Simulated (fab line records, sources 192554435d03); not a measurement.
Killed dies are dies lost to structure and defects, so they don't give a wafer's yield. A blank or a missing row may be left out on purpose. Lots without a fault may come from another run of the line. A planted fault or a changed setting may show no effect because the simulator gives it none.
Chamber matching | flow n5_finfet | N5_BEOL_M5_DESCUM_33 on rie_diel-02: 4 sister chambers
The step chemistry O2, time 7 s. 8 wafers are shown with their chamber, then 8 later ones without.

WAFERS WITH THEIR CHAMBER
wafer  | chamber | drypump_motor_current_A (A) | showerhead_plenum_p_Torr (Torr)
L078.2 | 0       | 5.11                        | 2.16
L081.3 | 2       | 5.83                        | 2.12
L081.4 | 3       | 5.31                        | 2.00
L081.5 | 3       | 5.30                        | 2.00
L087.1 | 1       | 5.65                        | 2.02
L087.5 | 0       | 5.09                        | 2.16
L087.6 | 1       | 5.66                        | 2.03
L090.3 | 2       | 5.82                        | 2.11

WAFERS WITHOUT THEIR CHAMBER
wafer  | drypump_motor_current_A (A) | showerhead_plenum_p_Torr (Torr)
L090.5 | 5.12                        | 2.15
L090.6 | 5.35                        | 1.99
L092.2 | 5.10                        | 2.15
L092.4 | 5.34                        | 1.99
L092.6 | 5.12                        | 2.15
L097.1 | 5.79                        | 2.11
L097.2 | 5.66                        | 2.02
L097.3 | 5.34                        | 1.99

WHICH CHAMBER EACH WENT THROUGH
wafer  | from the rows above | in truth
L090.5 | 0                   | 0
L090.6 | 3                   | 3
L092.2 | 0                   | 0
L092.4 | 3                   | 3
L092.6 | 0                   | 0
L097.1 | 2                   | 2
L097.2 | 1                   | 1
L097.3 | 3                   | 3
Placed correctly: 8 of 8. Can't be placed from these rows: 0. Placed wrongly: 0.
How it was worked out, from the rows above alone: a wafer's distance from a chamber is the root of the sum, over the readings, of the square of ((its reading less the chamber's mean) divided by the reading's scatter). The wafer belongs to the nearest chamber; if the next one is less than 2 further off, it can't be placed. A chamber's mean is the mean of its shown wafers. The scatter: the root of (the sum of the squares of (reading less its chamber's mean) over the shown wafers, divided by (wafers less chambers)).
